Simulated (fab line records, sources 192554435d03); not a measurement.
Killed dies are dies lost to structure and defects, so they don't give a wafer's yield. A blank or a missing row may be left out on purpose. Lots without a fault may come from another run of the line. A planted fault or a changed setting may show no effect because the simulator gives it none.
fab line records | flow n5_finfet
record lots=24 wafers=72 last_day=18
route steps=1938 shown BEOL_M14@1732 BEOL_M15@1793 PASS1_DEP@1831 MIM_TOP@1834 MIM_TOP_LITHO@1847
lots that met no fault: from a run of the same line without faults
start_h: hours from the record's first day to the start of the lot's first wafer shown | wait_h: hours since the lot's step before | " the same as in the row above | L1.1+2: a row that stands for several wafers | - no value, or no start given | * or withheld: withheld | < > ~ a bound
route shown NAME@n: a module of which the file shows steps, and the number in the route of the first | usual: mean/standard deviation of fault-free wafers | same: alike in all rows | chamber/n: place in a boat | sites: the reading at each site | _std_site: their standard deviation | _edge_site: outer sites' mean less inner sites' | radius_mm: how far each site lies from the wafer's centre | mask NAME#n: copy n | behind: the tool/chamber that last shaped the wafer | hold: why the lot was held/for how many hours/how that ended | device: the transistor (n, p or np) that didn't switch | end of line: the same wafers' tests at the end of the route | a step without rows: its recipe alone | killed: dies lost to structure and defects at the first sort, not the wafer's yield | map: a wafer's dies, x killed, . not, _ none there
set.NAME: the setting as run; set.NAME@STEP: as run at that earlier step | model.NAME: the simulator's own value behind a step, which no gauge read
steps of the route over a sample of lots; a table a step, a row a wafer
services: from which hour (start_h, from the record's first day; less than 0 if before it) a tool's chamber was out of use, for how many hours, and why
## steps
# step N5_BEOL_M14_STRIP_63
# recipe chemistry=O2 power_w=600 temp_c=60 pressure_mtorr=30 rf_frequency_hz=6e+07 bias_power_w=0 overash_fraction=0.3 o2_flow_sccm=225
# usual drypump_motor_current_A=5.7/0.38 oes_product_au=0.82/0.095 rf_vpp_V=3.6/0.85 showerhead_plenum_p_Torr=2.12/0.081 throttle_valve_pct=16.67/0.2
# columns lot.wafer tool chamber start_h wait_h drypump_motor_current_A oes_product_au rf_hours_counter_h rf_vpp_V showerhead_plenum_p_Torr throttle_valve_pct
L075.1 rie_diel-03 0 - - 5.3 0.72 213 3.6 2.01 16.89
L075.2 " 3 " " 6.6 0.79 107 4.2 2.19 16.53
L075.6 " 1 " " 5.7 0.96 - 2.5 2.14 16.61
L074.3 rie_diel-03 2 - - 5.7 0.89 46 3.3 2.21 16.66
L074.5 " 0 " " 5.3 0.71 - 3.6 2.01 16.91
L074.6 " 3 " " 6.6 0.78 - 2.7 2.19 16.54
L076.4 rie_diel-03 3 - - 6.6 0.78 113 3.6 2.19 16.54
L076.5 " 2 " " 5.7 0.86 - 3.2 2.21 16.65
L076.6 " 3 " " 6.6 0.78 - 1.8 2.19 16.56
L077.2 rie_diel-01 0 - - 5.5 0.70 216 3.3 2.15 16.67
L077.5 " 3 " " 5.5 0.70 - 3.6 2.08 16.82
L077.6 " 0 " " 5.5 0.70 - 5.0 2.15 16.70
L078.3 rie_diel-01 3 - - 5.5 0.72 237 4.1 2.08 16.81
L078.4 " 0 " " 5.5 0.71 - 4.1 2.14 16.70
L078.6 " 2 " " 5.8 0.66 - 3.4 2.07 16.95
L079.2 rie_diel-01 3 - - 5.4 0.71 237 4.1 2.07 16.83
L079.3 " 2 " " 5.8 0.66 247 3.4 2.07 16.92
L079.4 " 3 " " 5.5 0.71 - 2.9 2.08 16.83
L080.2 rie_diel-01 0 - - 5.5 0.70 222 2.0 2.14 16.69
L080.5 " 3 " " 5.5 0.71 - 3.2 2.07 16.86
L080.6 " 1 " " 5.3 0.99 - 4.1 2.26 16.88
L083.3 rie_diel-03 2 - - 5.7 0.86 55 3.8 2.21 16.66
L083.5 " 0 " " 5.3 0.71 - 4.5 2.01 16.92
L083.6 " 1 " " 5.7 0.92 - 2.0 2.13 16.63
L081.1 rie_diel-06 2 - - 5.3 0.90 42 3.7 2.14 16.55
L081.4 " 0 " " 6.5 0.72 177 3.0 2.01 16.80
L081.5 " 3 " " 5.5 0.83 - 3.6 2.02 16.76
L084.2 rie_diel-06 1 - - 5.5 0.85 65 3.3 2.02 16.25
L084.3 " 0 " " 6.5 0.72 181 4.8 2.01 16.82
L084.5 " 2 " " 5.3 0.88 - 4.3 2.14 16.54
L082.1 rie_diel-06 1 - - 5.4 0.84 66 4.7 2.02 16.24
L082.3 " 0 " " 6.5 0.72 182 3.3 2.01 16.83
L082.4 " 2 " " 5.3 0.89 47 2.7 2.14 16.55
L088.1 rie_diel-06 3 - - 5.5 0.81 78 2.8 2.02 16.81
L088.5 " 1 " " 5.5 0.83 - 3.7 2.02 16.24
L088.6 " 0 " " 6.5 0.74 - 4.5 2.01 16.82
L085.2 rie_diel-03 2 - - 5.7 0.83 70 3.4 2.21 16.68
L085.3 " 3 " " 6.6 0.75 134 2.8 2.18 16.58
L085.4 " 2 " " 5.8 0.85 - 4.1 2.20 16.69
L086.1 rie_diel-03 3 - - 6.6 0.76 136 4.7 2.18 16.60
L086.5 " 1 " " 5.7 0.90 - 4.9 2.13 16.63
L086.6 " 0 " " 5.3 0.70 - 3.3 2.00 16.94
L087.1 rie_diel-01 2 - - 5.8 0.91 10 2.5 2.06 16.43
L087.3 " 1 " " 5.3 0.91 - 3.4 2.25 16.90
L087.6 " 1 " " 5.4 0.92 - 3.2 2.25 16.93
L089.2 rie_diel-01 1 - - 5.3 0.90 30 4.1 2.25 16.94
L089.5 " 2 " " 5.8 0.89 - 3.1 2.06 16.46
L089.6 " 1 " " 5.4 0.90 - 3.4 2.25 16.93
L092.1 rie_diel-01 2 - - 5.8 0.90 17 3.2 2.06 16.45
L092.4 " 3 " " 5.5 0.96 - 4.8 2.07 16.39
L092.6 " 2 " " 5.8 0.90 - 5.5 2.06 16.49
L090.1 rie_diel-01 1 - - 5.4 0.90 32 1.9 2.25 16.93
L090.3 " 2 " " 5.8 0.91 19 2.4 2.06 16.45
L090.4 " 0 " " 5.5 0.68 249 4.8 2.13 16.75
L091.1 rie_diel-03 2 - - 5.7 0.82 82 3.7 2.20 16.73
L091.2 " 1 " " 5.7 0.90 50 3.0 2.13 16.67
L091.3 " 3 " " 6.6 0.74 144 2.2 2.18 16.59
L093.1 rie_diel-01 1 - - 5.4 0.91 36 3.9 2.25 16.95
L093.2 " 2 " " 5.8 0.90 23 5.1 2.06 16.47
L093.4 " 1 " " 5.4 0.90 - 4.3 2.25 16.94
L094.1 rie_diel-01 1 - - 5.3 0.88 38 3.8 2.25 16.94
L094.5 " 2 " " 5.8 0.87 - 3.9 2.06 16.44
L094.6 " 3 " " 5.5 0.91 - 3.9 2.07 16.38
L095.3 rie_diel-01 2 - - 5.8 0.88 27 2.4 2.06 16.47
L095.5 " 1 " " 5.3 0.90 - 4.9 2.24 16.93
L095.6 " 2 " " 5.8 0.86 - 4.4 2.06 16.49
L096.1 rie_diel-03 0 - - 5.4 0.96 6 2.6 2.26 16.53
L096.2 " 2 " " 5.7 0.80 94 3.6 2.20 16.73
L096.4 " 1 " " 5.7 0.87 62 6.2 2.12 16.67
L097.2 rie_diel-01 2 - - 5.8 0.87 36 5.0 2.05 16.50
L097.3 " 3 " " 5.5 0.88 22 3.6 2.06 16.42
L097.5 " 1 " " 5.3 0.87 - 4.0 2.24 17.00
# step N5_BEOL_M15_CD_MEAS_17
# recipe target_cd_nm=360 polarity=opening
# usual cd_nm=360.1/1.9
# columns lot.wafer tool chamber start_h wait_h cd_nm
L075.1 cd_sem-02 - 279.06 0.0 359.6
L075.2 " - " " 358.6
L075.6 " - " " 359.7
L074.3 cd_sem-01 - 283.89 0.0 361.3
L074.5 " - " " 360.8
L074.6 " - " " 362.4
L076.4 cd_sem-02 - 293.29 0.0 359.9
L076.5 " - " " 358.1
L076.6 " - " " 357.0
L077.2 cd_sem-03 - 293.83 0.0 361.7
L077.5 " - " " 362.1
L077.6 " - " " 361.7
L079.2 cd_sem-02 - 298.29 0.0 360.1
L079.3 " - " " 360.9
L079.4 " - " " 362.8
L078.3 cd_sem-01 - 298.96 0.0 358.3
L078.4 " - " " 359.3
L078.6 " - " " 360.3
L080.2 cd_sem-03 - 307.11 0.0 361.8
L080.5 " - " " 361.7
L080.6 " - " " 359.1
L083.3 cd_sem-02 - 307.31 0.0 364.1
L083.5 " - " " 362.2
L083.6 " - " " 363.4
L081.1 cd_sem-03 - 324.24 0.0 360.7
L081.4 " - " " 359.0
L081.5 " - " " 361.6
L084.2 cd_sem-02 - 336.98 0.0 360.9
L084.3 " - " " 359.1
L084.5 " - " " 358.3
L082.1 cd_sem-01 - 337.94 0.0 359.6
L082.3 " - " " 358.1
L082.4 " - " " 357.8
L088.1 cd_sem-03 - 339.74 0.0 358.6
L088.5 " - " " 359.8
L088.6 " - " " 361.2
L085.2 cd_sem-03 - 347.67 0.0 360.6
L085.3 " - " " 360.5
L085.4 " - " " 358.9
L086.1 cd_sem-03 - 353.44 0.0 357.9
L086.5 " - " " 357.1
L086.6 " - " " 358.8
L087.1 cd_sem-02 - 354.85 0.0 361.4
L087.3 " - " " 364.3
L087.6 " - " " 361.9
L089.2 cd_sem-01 - 364.80 0.0 360.5
L089.5 " - " " 364.1
L089.6 " - " " 359.2
L092.1 cd_sem-02 - 366.15 0.0 357.0
L092.4 " - " " 361.3
L092.6 " - " " 358.8
L090.1 cd_sem-01 - 371.59 0.0 361.0
L090.3 " - " " 360.7
L090.4 " - " " 357.9
L091.1 cd_sem-03 - 375.27 0.0 360.6
L091.2 " - " " 359.9
L091.3 " - " " 357.9
L093.1 cd_sem-03 - 383.32 0.0 361.7
L093.2 " - " " 361.3
L093.4 " - " " 361.9
L094.1 cd_sem-02 - 385.58 0.0 357.9
L094.5 " - " " 359.7
L094.6 " - " " 359.5
L095.3 cd_sem-01 - 393.95 0.0 360.7
L095.5 " - " " 359.9
L095.6 " - " " 361.1
L096.1 cd_sem-01 - 411.79 0.0 361.2
L096.2 " - " " 360.5
L096.4 " - " " 359.1
L097.2 cd_sem-02 - 420.64 0.0 362.3
L097.3 " - " " 363.1
L097.5 " - " " 359.2
# step N5_BEOL_M15_SPUTTER_44
# recipe material=Ta target_thk_a=150 temp_c=50 bias_v=80 power_w=15000 chamber_pressure_pa=0.07 time_s=24.19
# usual chamber_pressure_pa=0.06999/0.00012 susceptor_temp_C=49.99/0.11 throttle_valve_pct=29.8/0.91
# columns lot.wafer tool chamber start_h wait_h chamber_pressure_pa susceptor_temp_C throttle_valve_pct
L075.1 pvd_sputter-02 - 282.14 0.0 0.07005 49.95 30.4
L075.2 " - " " 0.06993 50.14 30.0
L075.6 " - " " 0.07013 50.05 29.9
L074.3 pvd_sputter-03 - 288.89 0.0 0.06998 50.00 29.1
L074.5 " - " " 0.07008 50.05 29.0
L074.6 " - " " 0.06987 49.89 28.5
L076.4 pvd_sputter-02 - 299.67 0.0 0.06983 50.09 29.7
L076.5 " - " " 0.06996 50.21 30.0
L076.6 " - " " 0.0701 50.02 29.6
L077.2 pvd_sputter-02 - 300.17 0.0 0.07003 49.87 30.3
L077.5 " - " " 0.06979 50.00 30.0
L077.6 " - " " 0.06999 49.88 30.6
L079.2 pvd_sputter-02 - 301.07 0.0 0.07007 49.92 30.2
L079.3 " - " " 0.07006 49.85 29.6
L079.4 " - " " 0.07027 50.00 29.7
L078.3 pvd_sputter-03 - 307.21 0.0 0.07004 49.98 29.2
L078.4 " - " " 0.07003 49.97 31.5
L078.6 " - " " 0.06996 49.79 28.9
L080.2 pvd_sputter-02 - 312.08 0.0 0.06977 50.02 30.3
L080.5 " - " " 0.06987 49.85 29.5
L080.6 " - " " 0.06992 50.01 29.8
L083.3 pvd_sputter-02 - 312.52 0.0 0.06998 50.00 30.2
L083.5 " - " " 0.07004 50.12 30.5
L083.6 " - " " 0.06996 50.07 29.9
L081.1 pvd_sputter-01 - 327.41 0.0 0.06984 50.09 29.1
L081.4 " - " " 0.0699 50.18 29.0
L081.5 " - " " 0.06989 49.82 30.3
L084.2 pvd_sputter-03 - 341.01 0.0 0.07014 49.81 31.5
L084.3 " - " " 0.06996 49.96 29.5
L084.5 " - " " 0.07012 49.98 31.7
L082.1 pvd_sputter-03 - 343.49 0.0 0.0701 50.03 31.2
L082.3 " - " " 0.06997 49.90 29.0
L082.4 " - " " 0.07012 50.07 28.1
L088.1 pvd_sputter-03 - 345.45 0.0 0.06995 49.88 29.7
L088.5 " - " " 0.06991 49.84 29.6
L088.6 " - " " 0.06998 50.14 28.0
L085.2 pvd_sputter-03 - 350.97 0.0 0.07012 50.06 29.3
L085.3 " - " " 0.07011 49.96 28.2
L085.4 " - " " 0.06977 50.17 31.5
L086.1 pvd_sputter-02 - 355.89 0.0 0.0699 49.87 29.7
L086.5 " - " " 0.06998 49.96 29.9
L086.6 " - " " 0.06998 49.97 29.7
L087.1 pvd_sputter-03 - 358.55 0.0 0.06996 50.09 28.3
L087.3 " - " " 0.07011 49.85 29.1
L087.6 " - " " 0.07001 50.35 27.9
L089.2 pvd_sputter-03 - 368.43 0.0 0.07008 49.87 29.1
L089.5 " - " " 0.07002 50.03 31.3
L089.6 " - " " 0.06981 50.15 29.2
L092.1 pvd_sputter-01 - 370.92 0.0 0.07012 49.70 30.5
L092.4 " - " " 0.0701 50.04 30.3
L092.6 " - " " 0.07004 50.05 30.5
L090.1 pvd_sputter-02 - 377.98 0.0 0.06994 49.93 30.3
L090.3 " - " " 0.06981 49.87 30.2
L090.4 " - " " 0.06984 49.96 30.0
L091.1 pvd_sputter-03 - 378.13 0.0 0.07015 50.13 31.3
L091.2 " - " " 0.07007 50.00 29.7
L091.3 " - " " 0.06997 49.81 29.2
L093.1 pvd_sputter-02 - 385.61 0.0 0.0699 49.97 29.6
L093.2 " - " " 0.07 50.00 30.1
L093.4 " - " " 0.0702 49.91 30.3
L094.1 pvd_sputter-02 - 390.88 0.0 0.06997 50.10 30.0
L094.5 " - " " 0.07014 49.90 29.7
L094.6 " - " " 0.07012 49.99 29.7
L095.3 pvd_sputter-01 - 400.60 0.0 0.06997 50.04 30.9
L095.5 " - " " 0.07 50.09 30.1
L095.6 " - " " 0.07009 50.02 28.9
L096.1 pvd_sputter-03 - 415.66 0.0 0.07002 50.08 31.5
L096.2 " - " " 0.06998 49.93 29.6
L096.4 " - " " 0.06989 50.04 27.9
L097.2 pvd_sputter-01 - 422.62 0.0 0.06988 50.05 29.2
L097.3 " - " " 0.06996 49.90 30.6
L097.5 " - " " 0.06979 50.20 30.1
# step N5_PASSIVATION_PECVD_00
# recipe material=SiO2 target_thk_a=2000 temp_c=400 precursor=SiH4/N2O pressure_torr=2.7 rf_w=608 time_s=11.2
# usual heater_power_w=699/120 showerhead_plenum_p_Torr=8.19/0.089 susceptor_temp_C=399.99/0.22 throttle_valve_pct=53/3.6
# columns lot.wafer tool chamber start_h wait_h heater_power_w showerhead_plenum_p_Torr susceptor_temp_C throttle_valve_pct
L075.1 pecvd-02 1 284.51 0.8 665 8.17 399.89 55
L075.2 " 2 " " 648 8.19 399.85 49
L075.6 " 2 " " 649 8.21 399.63 49
L074.3 pecvd-03 2 291.07 0.5 588 8.23 400.26 49
L074.5 " 2 " " 598 8.22 399.79 50
L074.6 " 0 " " 890 8.27 400.03 55
L076.4 pecvd-03 0 301.90 0.4 776 8.27 399.68 55
L076.5 " 2 " " 604 8.23 399.82 50
L076.6 " 1 " " 802 7.95 399.41 54
L077.2 pecvd-03 1 302.38 0.7 811 7.97 400.03 54
L077.5 " 1 " " 807 7.95 400.37 54
L077.6 " 0 " " 845 8.28 399.90 55
L079.2 pecvd-02 1 303.25 0.7 602 8.17 399.60 55
L079.3 " 1 " " 613 8.17 399.96 54
L079.4 " 2 " " 688 8.19 399.91 49
L078.3 pecvd-02 1 309.38 0.5 648 8.17 400.21 55
L078.4 " 1 " " 642 8.19 400.01 55
L078.6 " 2 " " 603 8.19 400.23 49
L080.2 pecvd-03 0 314.53 0.7 868 8.28 400.17 55
L080.5 " 2 " " 603 8.25 399.74 50
L080.6 " 1 " " 876 7.93 400.18 54
L083.3 pecvd-02 0 314.73 0.5 622 8.29 400.45 51
L083.5 " 2 " " 688 8.18 400.22 49
L083.6 " 0 " " 632 8.30 400.04 51
L081.1 pecvd-02 0 329.84 0.8 648 8.27 399.92 52
L081.4 " 0 " " 673 8.28 400.15 52
L081.5 " 1 " " 591 8.18 400.47 55
L084.2 pecvd-03 0 343.18 0.7 849 8.31 399.86 55
L084.3 " 1 " " 849 7.94 400.06 54
L084.5 " 1 " " 851 7.96 400.06 54
L082.1 pecvd-02 1 345.66 0.8 643 8.21 400.09 55
L082.3 " 2 " " 645 8.18 399.96 49
L082.4 " 1 " " 517 8.19 399.84 55
L088.1 pecvd-03 2 347.62 0.8 614 8.24 400.07 50
L088.5 " 2 " " 621 8.24 399.79 50
L088.6 " 0 " " 781 8.28 399.88 55
L085.2 pecvd-01 0 353.41 0.7 1057 8.16 399.91 63
L085.3 " 1 " " 688 8.24 399.25 50
L085.4 " 2 " " 621 8.17 400.27 51
L086.1 pecvd-01 2 358.69 0.8 585 8.18 400.19 51
L086.5 " 2 " " 589 8.15 399.99 51
L086.6 " 1 " " 757 8.28 399.77 50
L087.1 pecvd-02 0 360.92 0.8 753 8.31 399.93 52
L087.3 " 1 " " 649 8.19 400.08 55
L087.6 " 0 " " 598 8.28 400.28 52
L089.2 pecvd-02 1 370.76 0.7 590 8.19 399.83 55
L089.5 " 0 " " 713 8.29 400.14 52
L089.6 " 2 " " 667 8.21 400.07 49
L092.1 pecvd-01 2 373.11 0.8 622 8.16 399.89 51
L092.4 " 0 " " 1011 8.14 399.58 63
L092.6 " 2 " " 612 8.14 400.01 51
L090.1 pecvd-02 0 380.15 0.8 718 8.30 399.87 52
L090.3 " 1 " " 538 8.18 400.04 55
L090.4 " 0 " " 731 8.28 400.25 52
L091.1 pecvd-01 0 380.75 0.8 851 8.15 399.88 63
L091.2 " 2 " " 642 8.14 399.86 52
L091.3 " 1 " " 691 8.25 400.00 50
L093.1 pecvd-02 0 387.79 0.8 624 8.28 399.84 52
L093.2 " 2 " " 654 8.19 399.85 49
L093.4 " 1 " " 604 8.19 400.07 55
L094.1 pecvd-02 1 393.08 0.8 640 8.17 399.63 54
L094.5 " 1 " " 635 8.16 399.89 55
L094.6 " 2 " " 652 8.20 399.87 49
L095.3 pecvd-01 2 402.80 0.5 671 8.16 400.20 52
L095.5 " 2 " " 665 8.12 400.19 51
L095.6 " 0 " " 996 8.15 399.70 63
L096.1 pecvd-02 2 420.14 0.8 627 8.19 399.77 50
L096.2 " 1 " " 640 8.17 399.67 55
L096.4 " 2 " " 649 8.18 400.04 50
L097.2 pecvd-02 0 424.90 0.7 615 8.27 399.94 52
L097.3 " 1 " " 625 8.18 399.91 55
L097.5 " 1 " " 664 8.17 400.03 55
# step N5_MIM_TOP_ALD_00
# recipe material=Al2O3 target_thk_a=* temp_c=withheld ald_precursor_family=TMA ald_co_reactant=O3 pulse_time_s=withheld purge_time_s=3 co_reactant_purge_time_s=withheld co_reactant_pulse_time_s=3 ald_cycles=withheld
# usual precursor_pulse_height_rel=1.002/0.017
# columns lot.wafer tool chamber start_h wait_h precursor_pulse_height_rel
L075.1 ald_hk-03 2 284.97 0.1 1.007
L075.2 " 0 " " 1.004
L075.6 " 2 " " 1.020
L074.3 ald_hk-03 3 292.89 0.1 0.997
L074.5 " 2 " " 0.985
L074.6 " 1 " " 1.022
L076.4 ald_hk-01 2 303.93 0.1 0.988
L076.5 " 0 " " 1.014
L076.6 " 1 " " 1.003
L077.2 ald_hk-02 2 304.23 0.1 1.025
L077.5 " 1 " " 1.002
L077.6 " 0 " " 0.981
L079.2 ald_hk-03 0 304.35 0.1 1.024
L079.3 " 1 " " 0.972
L079.4 " 2 " " 1.030
L078.3 ald_hk-03 1 310.52 0.1 1.016
L078.4 " 2 " " 0.998
L078.6 " 3 " " 0.984
L080.2 ald_hk-02 2 317.09 0.1 1.021
L080.5 " 3 " " 1.023
L080.6 " 0 " " 1.015
L083.3 ald_hk-01 0 317.09 0.1 1.016
L083.5 " 1 " " 0.978
L083.6 " 2 " " 1.012
L081.1 ald_hk-02 1 331.40 0.1 1.005
L081.4 " 2 " " 1.014
L081.5 " 0 " " 0.986
L084.2 ald_hk-03 3 344.90 0.1 1.029
L084.3 " 2 " " 1.000
L084.5 " 0 " " 0.999
L082.1 ald_hk-02 2 346.18 0.1 0.961
L082.3 " 3 " " 1.008
L082.4 " 1 " " 1.005
L088.1 ald_hk-02 3 349.56 0.1 1.038
L088.5 " 0 " " 1.037
L088.6 " 1 " " 1.002
L085.2 ald_hk-02 0 354.30 0.1 0.997
L085.3 " 2 " " 0.993
L085.4 " 3 " " 0.989
L086.1 ald_hk-03 3 358.95 0.1 1.018
L086.5 " 1 " " 0.979
L086.6 " 2 " " 1.026
L087.1 ald_hk-02 2 362.13 0.1 1.010
L087.3 " 1 " " 1.006
L087.6 " 1 " " 1.022
L089.2 ald_hk-03 0 371.62 0.1 0.971
L089.5 " 1 " " 0.970
L089.6 " 2 " " 1.004
L092.1 ald_hk-02 3 374.30 0.1 1.025
L092.4 " 0 " " 1.021
L092.6 " 0 " " 0.999
L090.1 ald_hk-02 3 380.87 0.1 1.018
L090.3 " 2 " " 1.005
L090.4 " 0 " " 1.007
L091.1 ald_hk-03 1 381.73 0.1 1.031
L091.2 " 3 " " 1.010
L091.3 " 2 " " 1.009
L093.1 ald_hk-02 2 390.66 0.1 0.974
L093.2 " 1 " " 1.006
L093.4 " 3 " " 1.003
L094.1 ald_hk-03 3 393.98 0.1 1.011
L094.5 " 2 " " 1.010
L094.6 " 1 " " 0.976
L095.3 ald_hk-01 0 404.47 0.1 0.999
L095.5 " 3 " " 1.019
L095.6 " 2 " " 1.022
L096.1 ald_hk-01 1 421.68 0.1 0.969
L096.2 " 3 " " 1.013
L096.4 " 2 " " 0.969
L097.2 ald_hk-01 0 425.20 0.1 1.012
L097.3 " 2 " " 1.010
L097.5 " 2 " " 1.014
# step N5_MIM_TOP_LITHO_CD_MEAS_08
# recipe target_cd_nm=2000 landing_energy_ev=500 detector=se_inlens
# usual cd_nm=2000.2/2.1
# columns lot.wafer tool chamber start_h wait_h cd_nm
L075.1 cd_sem-02 0 288.07 - 1999.4
L075.2 " 0 " " 2000.8
L075.6 " 0 " " 1999.9
L074.3 cd_sem-03 0 294.92 - 2000.7
L074.5 " 0 " " 2002.0
L074.6 " 0 " " 2000.8
L076.4 cd_sem-03 0 305.25 - 1997.2
L076.5 " 0 " " 1998.3
L076.6 " 0 " " 1997.4
L077.2 cd_sem-03 0 305.75 - 1998.8
L077.5 " 0 " " 1998.6
L077.6 " 0 " " 1998.6
L079.2 cd_sem-02 0 306.85 - 1999.8
L079.3 " 0 " " 2000.0
L079.4 " 0 " " 1995.1
L078.3 cd_sem-03 0 311.94 - 1998.9
L078.4 " 0 " " 1998.4
L078.6 " 0 " " 1998.6
L080.2 cd_sem-03 0 318.10 - 2000.5
L080.5 " 0 " " 2000.9
L080.6 " 0 " " 1999.0
L083.3 cd_sem-03 0 318.26 - 2002.3
L083.5 " 0 " " 2002.1
L083.6 " 0 " " 2001.9
L081.1 cd_sem-03 0 332.31 - 2000.5
L081.4 " 0 " " 2001.9
L081.5 " 0 " " 2001.1
L084.2 cd_sem-03 0 346.26 - 1997.0
L084.3 " 0 " " 1998.2
L084.5 " 0 " " 1995.6
L082.1 cd_sem-01 0 347.25 - 2003.0
L082.3 " 0 " " 1999.6
L082.4 " 0 " " 2002.0
L088.1 cd_sem-01 0 350.85 - 1999.5
L088.5 " 0 " " 2000.8
L088.6 " 0 " " 2000.9
L085.2 cd_sem-02 0 355.72 - 2000.1
L085.3 " 0 " " 1999.8
L085.4 " 0 " " 2000.6
L086.1 cd_sem-03 0 360.00 - 1998.7
L086.5 " 0 " " 1995.4
L086.6 " 0 " " 1997.5
L087.1 cd_sem-01 0 363.64 - 1998.6
L087.3 " 0 " " 1998.4
L087.6 " 0 " " 1998.1
L089.2 cd_sem-02 0 373.18 - 2002.2
L089.5 " 0 " " 2001.5
L089.6 " 0 " " 2005.6
L092.1 cd_sem-03 0 375.84 - 2001.7
L092.4 " 0 " " 2003.6
L092.6 " 0 " " 1999.6
L090.1 cd_sem-03 0 382.65 - 2004.3
L090.3 " 0 " " 2004.7
L090.4 " 0 " " 2003.6
L091.1 cd_sem-03 0 383.06 - 2000.8
L091.2 " 0 " " 2000.2
L091.3 " 0 " " 1999.7
L093.1 cd_sem-02 0 391.90 - 1998.9
L093.2 " 0 " " 1999.0
L093.4 " 0 " " 2000.3
L094.1 cd_sem-03 0 394.92 - 1999.4
L094.5 " 0 " " 2001.1
L094.6 " 0 " " 1998.6
L095.3 cd_sem-03 0 407.90 - 1997.4
L095.5 " 0 " " 1999.4
L095.6 " 0 " " 1998.3
L096.1 cd_sem-02 0 422.56 - 2003.2
L096.2 " 0 " " 2004.5
L096.4 " 0 " " 2003.5
L097.2 cd_sem-03 0 426.33 - 2002.9
L097.3 " 0 " " 2002.2
L097.5 " 0 " " 1999.7
## services
# columns tool chamber start_h hours kind
rie_diel-06 2 254.76 7.2 repair
pecvd-01 - 256.66 1.3 repair
pecvd-02 2 271.16 5.5 scheduled_down
rie_diel-01 1 275.60 - clean
rie_diel-01 1 275.60 - consumable_replace:focus_ring
rie_diel-01 1 275.60 - consumable_replace:showerhead
rie_diel-01 1 275.60 19.0 scheduled_down
rie_diel-01 1 275.60 19.0 vent_cycle
pecvd-01 2 293.32 26.4 repair
pecvd-02 0 298.62 5.5 scheduled_down
rie_diel-01 2 299.41 - clean
pvd_sputter-01 - 312.40 8.6 repair
ald_hk-01 - 321.21 8.7 pm
rie_diel-03 1 331.23 10.9 repair
pecvd-02 0 331.53 2.1 scheduled_down
pecvd-01 - 340.65 9.4 repair
rie_diel-01 0 343.61 9.4 repair
ald_hk-01 - 357.54 28.1 pm
rie_diel-01 1 360.24 5.1 repair
rie_diel-06 - 364.60 2.4 repair
ald_hk-02 - 377.15 2.8 pm
pecvd-02 2 382.62 2.1 scheduled_down
pecvd-02 - 396.33 0.6 repair
ald_hk-01 - 401.80 1.1 repair
## key
fault none
